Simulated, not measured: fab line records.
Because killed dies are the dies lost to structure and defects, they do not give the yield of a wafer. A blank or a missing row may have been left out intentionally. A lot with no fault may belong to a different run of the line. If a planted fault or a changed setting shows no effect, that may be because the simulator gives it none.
fab line records -- flow nandHarc
record: lots: 12, wafers: 36, lastDay: 33
route steps=1302 shown A_CHANNEL_HOLE_D1@469 A_CHANNEL_FILL_D1@493
lots untouched by any fault: they come from a run of this same line in which no faults occurred
startH: hours from the record's first day to the start of the lot's first wafer shown -- waitH: hours since the lot's step before -- " the same as in the row above -- L1.1+2: a single row standing in for several wafers -- - either no value or no given start -- * or withheld: withheld -- < > ~ a bound
route shown NAME@n: NAME is a module with steps in the file, n the number in the route of the first one -- usual: average and standard deviation across the fault-free wafers -- same: alike in all rows -- chamber/n: place in a boat -- sites: readings site by site -- _std_site: the values' standard deviation -- _edge_site: mean of outer sites minus mean of inner sites -- radiusMm: for every site, how far away it sits from the centre of the wafer -- mask NAME#n: copy n -- behind: the last tool/chamber to shape the wafer -- hold: what put the lot on hold/how long, in hours/how the hold closed -- device: which transistor (n, p or np) failed to switch -- end of line: tests run on the same wafers once the route is complete -- where a step has no rows: the recipe by itself -- killed: count of dies lost to structure and defects at first sort (not the wafer's yield) -- map: shows each die of a wafer: x if killed, . if not, _ if none is there
set.NAME: the setting that was run; set.NAME@STEP: the one run at that earlier step -- model.NAME: the simulator's own value behind a step, which no gauge read
steps of the route over a sample of lots; a table a step, a row a wafer
services: when a tool's chamber went out of use (startH, in hours from the record's first day, below 0 if earlier), for how many hours, and the reason
== steps ==
step: NHARC_A_CHANNEL_HOLE_D1_ETCH_16
recipe: targetDepthA: 31000, overEtchFrac: 0.3, timeS: 806, ionEnergyEv: 150, o2FlowSccm: 400, cosFlowSccm: 20, arFlowSccm: 0, rfW: 500, biasW: 300, chemistry: O2/COS
usual: cosFlowSccm: 20.00/0.052, drypumpMotorCurrentA: 5.7/0.43, mfcArSccm: 0.008/0.012, o2FlowSccm: 400.1/1.2, oesProductAu: 1.000/0.0096, rfVppV: 314.6/2.1, showerheadPlenumPTorr: 3.15/0.15, throttleValvePct: 28.331/0.009
same: overEtchFrac: 0.3
lot.wafer,tool,chamber,startH,waitH,cosFlowSccm,drypumpMotorCurrentA,mfcArSccm,o2FlowSccm,oesProductAu,rfHoursCounterH,rfVppV,showerheadPlenumPTorr,throttleValvePct
L909.4,rieDiel-04,1,-,-,19.97,6.5,0.038,398.0,0.993,14,316.4,3.28,28.333
L909.2,rieDiel-04,2,-,-,20.04,5.2,0.015,398.1,0.994,14,313.3,3.01,28.324
L909.1,rieDiel-04,0,-,-,19.99,5.8,0,402.0,0.985,16,315.8,3.19,28.329
L910.2,rieDiel-12,0,-,-,20.12,5.9,0.006,400.5,0.988,35,310.1,2.91,28.334
L910.6,rieDiel-12,3,-,-,19.88,5.8,0,400.0,1.016,-,312.4,2.93,28.324
L910.5,rieDiel-12,0,-,-,19.96,5.9,0.006,400.2,0.987,-,311.8,2.91,28.328
L911.2,rieDiel-04,0,-,-,20.00,5.8,0,399.8,1.003,1,314.2,3.19,28.333
L911.1,rieDiel-04,2,-,-,20.02,5.2,0.015,397.7,1.008,1,314.0,3.01,28.338
L911.5,rieDiel-04,0,-,-,20.01,5.8,0,401.0,1.002,-,315.4,3.19,28.342
L912.3,rieDiel-04,1,-,-,20.05,6.4,0.038,399.5,1.003,1,315.9,3.28,28.324
L912.2,rieDiel-04,2,-,-,19.91,5.2,0.015,400.2,1.008,1,312.9,3.01,28.333
L912.6,rieDiel-04,1,-,-,19.98,6.5,0.038,399.6,0.999,-,317.6,3.28,28.334
L913.3,rieDiel-04,2,-,-,19.97,5.2,0.015,399.5,1.008,3,313.5,3.01,28.326
L913.1,rieDiel-04,3,-,-,19.98,5.2,0,400.5,1.014,3,315.2,3.29,28.332
L913.5,rieDiel-04,1,-,-,20.07,6.4,0.038,400.8,1.010,-,315.8,3.28,28.335
L914.2,rieDiel-04,2,-,-,20.04,5.2,0.015,400.9,1.003,4,313.5,3.01,28.321
L914.5,rieDiel-04,2,-,-,19.99,5.2,0.015,401.0,1.011,-,311.3,3.01,28.325
L914.6,rieDiel-04,3,-,-,19.91,5.2,0,399.9,1.007,-,317.3,3.29,28.333
L915.3,rieDiel-04,1,-,-,20.03,6.5,0.038,398.5,1.003,5,316.1,3.28,28.323
L915.1,rieDiel-04,2,-,-,19.92,5.2,0.015,399.1,1.006,4,313.5,3.01,28.337
L915.5,rieDiel-04,3,-,-,20.01,5.3,0,401.0,1.004,-,316.4,3.29,28.330
L916.3,rieDiel-01,1,-,-,19.97,6.4,0,401.7,1.004,13,312.0,2.98,28.330
L916.4,rieDiel-01,3,-,-,20.00,5.8,0.004,401.3,0.991,11,317.3,3.37,28.332
L916.6,rieDiel-01,2,-,-,20.05,5.7,0.017,400.1,1.007,-,311.7,2.92,28.321
L924.1,rieDiel-12,1,-,-,20.05,5.8,0.002,399.0,0.988,28,315.8,3.24,28.328
L924.3,rieDiel-12,2,-,-,20.08,6.2,0,402.0,1.012,27,313.0,3.01,28.330
L924.6,rieDiel-12,1,-,-,20.09,5.8,0.002,399.7,0.987,-,317.2,3.24,28.352
L930.2,rieDiel-04,2,-,-,20.04,5.2,0.015,400.5,1.016,2,312.1,3.00,28.341
L930.3,rieDiel-04,1,-,-,19.94,6.4,0.038,399.6,0.992,2,316.4,3.28,28.323
L930.6,rieDiel-04,3,-,-,19.96,5.3,0,399.8,1.016,-,317.1,3.28,28.322
L931.1,rieDiel-04,1,-,-,20.04,6.5,0.038,402.0,1.004,3,313.8,3.28,28.322
L931.2,rieDiel-04,0,-,-,20.05,5.8,0,399.8,1.003,3,315.2,3.19,28.333
L931.6,rieDiel-04,1,-,-,20.01,6.4,0.038,401.6,0.991,-,317.1,3.28,28.319
L932.2,rieDiel-04,1,-,-,20.01,6.4,0.038,400.3,0.996,4,315.3,3.28,28.339
L932.3,rieDiel-04,2,-,-,20.01,5.2,0.015,401.4,1.004,4,313.2,3.00,28.328
L932.6,rieDiel-04,2,-,-,19.94,5.2,0.015,401.9,0.999,-,313.5,3.00,28.318
step: NHARC_A_CHANNEL_HOLE_D1_CD_MEAS_30
usual: cdNm: 90.3/1.3
lot.wafer,tool,chamber,startH,waitH,cdNm
L909.1,cdSem-02,-,177.63,-,93.1
L909.2,cdSem-02,-,177.63,-,88.9
L909.4,cdSem-02,-,177.63,-,90.0
L910.2,cdSem-02,-,194.58,-,90.4
L910.5,cdSem-02,-,194.58,-,90.3
L910.6,cdSem-02,-,194.58,-,89.3
L911.1,cdSem-02,-,201.70,-,89.9
L911.2,cdSem-02,-,201.70,-,92.0
L911.5,cdSem-02,-,201.70,-,92.4
L912.2,cdSem-02,-,214.28,-,90.0
L912.3,cdSem-02,-,214.28,-,91.2
L912.6,cdSem-02,-,214.28,-,87.9
L913.1,cdSem-01,-,224.55,-,89.2
L913.3,cdSem-01,-,224.55,-,89.4
L913.5,cdSem-01,-,224.55,-,88.4
L914.2,cdSem-02,-,239.85,-,89.5
L914.5,cdSem-02,-,239.85,-,91.1
L914.6,cdSem-02,-,239.85,-,90.2
L915.1,cdSem-02,-,247.87,-,90.0
L915.3,cdSem-02,-,247.87,-,90.9
L915.5,cdSem-02,-,247.87,-,89.7
L916.3,cdSem-02,-,266.37,-,89.5
L916.4,cdSem-02,-,266.37,-,90.5
L916.6,cdSem-02,-,266.37,-,90.1
L924.1,cdSem-02,-,341.02,-,89.3
L924.3,cdSem-02,-,341.02,-,90.6
L924.6,cdSem-02,-,341.02,-,91.3
L930.2,cdSem-03,-,390.99,-,91.9
L930.3,cdSem-03,-,390.99,-,92.0
L930.6,cdSem-03,-,390.99,-,90.5
L931.1,cdSem-02,-,410.08,-,90.8
L931.2,cdSem-02,-,410.08,-,92.8
L931.6,cdSem-02,-,410.08,-,90.7
L932.2,cdSem-01,-,413.92,-,92.0
L932.3,cdSem-01,-,413.92,-,88.6
L932.6,cdSem-01,-,413.92,-,90.1
step: NHARC_A_CHANNEL_FILL_D1_ALD_03
recipe: targetThkA: 60, pulseTimeS: 60, aldCycles: 58, tempC: 630, pressureTorr: 2, material: SiNx
usual: precursorPulseHeightRel: 0.999/0.02, susceptorTempC: 629.98/0.3
lot.wafer,tool,chamber,startH,waitH,precursorPulseHeightRel,susceptorTempC
L909.1,aldSinBatch-02,0,181.48,-,0.978,629.98
L909.2,aldSinBatch-02,0,181.48,-,1.023,630.23
L909.4,aldSinBatch-02,0,181.48,-,0.989,630.14
L910.2,aldSinBatch-03,0,198.40,-,1.000,629.45
L910.5,aldSinBatch-03,0,198.40,-,0.990,629.60
L910.6,aldSinBatch-03,0,198.40,-,0.996,630.19
L911.1,aldSinBatch-02,0,205.80,-,1.019,-
L911.2,aldSinBatch-02,0,205.80,-,1.013,-
L911.5,aldSinBatch-02,0,205.80,-,0.973,-
L912.2,aldSinBatch-03,0,221.20,-,1.022,-
L912.3,aldSinBatch-03,0,221.20,-,0.968,-
L912.6,aldSinBatch-03,0,221.20,-,0.979,-
L913.1,aldSinBatch-03,0,228.36,-,0.995,630.31
L913.3,aldSinBatch-03,0,228.36,-,0.996,630.11
L913.5,aldSinBatch-03,0,228.36,-,0.984,630.47
L914.2,aldSinBatch-02,0,243.68,-,1.017,-
L914.5,aldSinBatch-02,0,243.68,-,0.980,-
L914.6,aldSinBatch-02,0,243.68,-,1.012,-
L915.1,aldSinBatch-01,0,251.71,-,0.982,629.74
L915.3,aldSinBatch-01,0,251.71,-,1.003,630.01
L915.5,aldSinBatch-01,0,251.71,-,0.985,629.76
L916.3,aldSinBatch-01,0,269.10,-,1.003,629.73
L916.4,aldSinBatch-01,0,269.10,-,0.989,629.89
L916.6,aldSinBatch-01,0,269.10,-,0.992,630.06
L924.1,aldSinBatch-03,0,344.84,-,0.982,607.00
L924.3,aldSinBatch-03,0,344.84,-,1.003,606.67
L924.6,aldSinBatch-03,0,344.84,-,0.953,607.08
L930.2,aldSinBatch-01,0,394.81,-,1.010,630.28
L930.3,aldSinBatch-01,0,394.81,-,1.005,630.30
L930.6,aldSinBatch-01,0,394.81,-,1.049,629.80
L931.1,aldSinBatch-01,0,413.90,-,0.975,-
L931.2,aldSinBatch-01,0,413.90,-,1.005,-
L931.6,aldSinBatch-01,0,413.90,-,1.004,-
L932.2,aldSinBatch-03,0,417.73,-,0.994,630.55
L932.3,aldSinBatch-03,0,417.73,-,0.979,630.04
L932.6,aldSinBatch-03,0,417.73,-,1.003,629.84
step: NHARC_A_CHANNEL_FILL_D1_ETCHBACK_19
recipe: targetDepthA: 50, timeS: 1.7, hbrFlowSccm: 150, cl2FlowSccm: 50, rfW: 400, icpW: 400, biasW: 100, chemistry: HBr/Cl2
usual: drypumpMotorCurrentA: 5.5/0.36, oesProductAu: 0.998/0.01, throttleValvePct: 26.406/0.0092
lot.wafer,tool,chamber,startH,waitH,drypumpMotorCurrentA,oesProductAu,rfHoursCounterH,throttleValvePct
L909.2,rieSi-04,0,201.98,0.4,4.9,0.998,0.2,26.411
L909.1,rieSi-04,1,201.98,0.4,5.3,0.984,0.2,26.409
L909.4,rieSi-04,3,201.98,0.4,5.8,1.022,0.2,26.399
L910.2,rieSi-03,1,219.15,0.4,5.6,1.012,1.0,26.409
L910.6,rieSi-03,1,219.15,0.4,5.6,1.011,-,26.413
L910.5,rieSi-03,2,219.15,0.4,5.8,0.999,-,26.406
L911.1,rieSi-03,3,230.96,0.4,6.0,1.002,0,26.401
L911.2,rieSi-03,0,230.96,0.4,5.7,0.999,0,26.403
L911.5,rieSi-03,2,230.96,0.4,5.7,1.001,-,26.403
L912.3,rieSi-04,0,241.86,0.4,4.9,0.998,0.4,26.407
L912.2,rieSi-04,2,241.86,0.4,5.3,0.998,0.4,26.395
L912.6,rieSi-04,0,241.86,0.4,4.9,0.985,-,26.405
L913.1,rieSi-04,3,253.08,0.4,5.9,1.001,0.5,26.409
L913.3,rieSi-04,2,253.08,0.4,5.3,0.993,0.5,26.406
L913.5,rieSi-04,0,253.08,0.4,5.0,0.986,-,26.406
L914.2,rieSi-04,0,264.28,0.4,4.9,0.989,0.6,26.409
L914.6,rieSi-04,1,264.28,0.4,5.3,0.980,-,26.411
L914.5,rieSi-04,2,264.28,0.4,5.3,0.997,-,26.410
L915.3,rieSi-04,3,272.44,0.4,5.8,1.012,0.6,26.403
L915.1,rieSi-04,0,272.44,0.4,5.0,0.982,0.6,26.394
L915.5,rieSi-04,1,272.44,0.4,5.3,0.975,-,26.386
L916.4,rieSi-04,2,289.76,0.4,5.3,0.979,0.7,26.402
L916.3,rieSi-04,1,289.76,0.4,5.3,0.984,0.7,26.402
L916.6,rieSi-04,3,289.76,0.4,5.8,1.015,-,26.393
L924.1,rieSi-06,3,365.82,0.4,5.7,1.004,0.6,26.409
L924.3,rieSi-06,0,365.82,0.4,5.1,0.997,0.7,26.401
L924.6,rieSi-06,0,365.82,0.4,5.1,1.002,-,26.410
L930.2,rieSi-04,0,417.10,0.4,4.9,0.997,0.5,26.393
L930.3,rieSi-04,2,417.10,0.4,5.3,0.987,0.4,26.410
L930.6,rieSi-04,0,417.10,0.4,5.0,1.000,-,26.415
L931.2,rieSi-04,3,434.41,0.4,5.9,1.004,0.6,26.407
L931.1,rieSi-04,2,434.41,0.4,5.3,0.989,0.5,26.385
L931.6,rieSi-04,0,434.41,0.4,4.9,1.002,-,26.407
L932.2,rieSi-06,1,438.39,0.4,6.2,1.005,0,26.409
L932.3,rieSi-06,3,438.39,0.4,5.7,0.984,0,26.414
L932.6,rieSi-06,1,438.39,0.4,6.2,1.003,-,26.408
== services ==
tool,chamber,startH,hours,kind
rieSi-04,-,165.00,9.0,pm
rieDiel-12,2,167.76,10.3,repair
rieSi-03,-,169.75,0.2,repair
rieDiel-04,-,177.90,9.0,pm
rieSi-06,1,180.12,2.8,repair
rieDiel-12,3,192.68,3.1,repair
rieSi-03,-,221.00,9.0,pm
rieSi-04,1,226.52,7.2,repair
rieSi-04,3,231.59,4.4,repair
rieSi-03,3,233.90,7.9,repair
rieDiel-12,-,242.81,0.4,repair
rieSi-04,-,246.17,0.6,repair
rieSi-06,-,249.00,9.0,pm
rieDiel-04,3,262.61,12.8,repair
rieSi-06,-,263.51,0.4,repair
aldSinBatch-02,-,266.00,26.0,pm
rieDiel-12,-,268.49,9.0,pm
rieDiel-04,-,290.35,15.8,repair
aldSinBatch-01,-,312.16,2.8,repair
rieDiel-04,1,325.86,15.0,repair
rieSi-04,-,342.00,9.0,pm
rieDiel-04,-,350.92,0.2,repair
rieDiel-04,-,354.90,9.0,pm
rieSi-04,2,383.88,5.2,repair
== key ==
firstSign: step: NHARC_A_CHANNEL_FILL_D1_ALD_03, reading: susceptorTempC, direction: down, sigmas: 78, usual: *, struck: *
effect none on later readings
metAt NHARC_A_CHANNEL_FILL_D1_ALD_03
struckLots L924
testerLeftOut L924
notActingAt NHARC_A_CHANNEL_HOLE_D1_ETCH_16,NHARC_A_CHANNEL_HOLE_D1_CD_MEAS_30,NHARC_A_CHANNEL_FILL_D1_ETCHBACK_19
onsetBetween 228.36 344.84
fault: kind: processParameterDrift, tool: aldSinBatch-03, chamber: -, onsetH: 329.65, steps: NHARC_A_CHANNEL_FILL_D1_ALD_03,NHARC_A_CHANNEL_FILL_D1_ALD_15,NHARC_A_CHANNEL_FILL_D2_ALD_03,NHARC_A_CHANNEL_FILL_D2_ALD_15, channel: tempC, offset: *, shape: step, endH: 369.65, stated: *
testerLeftOut: of these lots the tester's yield and bins aren't shown, on N5 and GAA mostly nor the transistor test; their killed dies are dies lost to structure and defects alone, not to doping, threshold or leakage, so they don't give the yield
